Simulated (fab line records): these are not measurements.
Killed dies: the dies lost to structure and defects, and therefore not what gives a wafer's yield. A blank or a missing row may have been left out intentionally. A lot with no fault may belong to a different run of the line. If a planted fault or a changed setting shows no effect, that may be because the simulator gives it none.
Chamber matching -- flow n5 finfet -- 4 sister chambers for N5_BEOL_M7_STRIP_36 on rie diel-02
The step strips in N2/H2. 7 wafers are shown with their chamber, then 7 later ones without.

== WAFERS, EACH WITH ITS CHAMBER ==
wafer,chamber,drypump motor current A (A),showerhead plenum p Torr (Torr)
L871.4,0,5.3,2.69
L875.6,0,5.2,2.68
L880.1,2,5.1,2.42
L880.2,1,6.3,2.43
L880.3,3,5.9,2.53
L882.2,3,5.9,2.52
L882.3,2,5.1,2.41

== WAFERS WITHOUT THEIR CHAMBER ==
wafer,drypump motor current A (A),showerhead plenum p Torr (Torr)
L882.5,6.2,2.42
L883.2,5.2,2.68
L883.4,6.3,2.42
L883.6,5.1,2.41
L887.1,5.9,2.52
L887.3,5.2,2.67
L887.5,6.3,2.42

== CHAMBER TAKEN BY EACH ==
wafer,from the rows above,in truth
L882.5,1,1
L883.2,0,0
L883.4,1,1
L883.6,2,2
L887.1,3,3
L887.3,0,0
L887.5,1,1
7 of 7 placed correctly. Can't be placed from these rows: 0. Number placed wrongly: 0.
How it was worked out, from the rows above alone: a wafer's distance from a chamber is the root of the sum, over the readings, of the square of ((its reading less the chamber's mean) divided by the reading's scatter). If the next closest chamber is less than 2 further off than the closest, the wafer can't be placed; otherwise it belongs to the closest. For every chamber, the mean is computed from those of its wafers that are shown. The scatter is the square root of a quotient: the sum, over the shown wafers, of each reading's squared deviation from its chamber's mean, divided by wafers minus chambers.
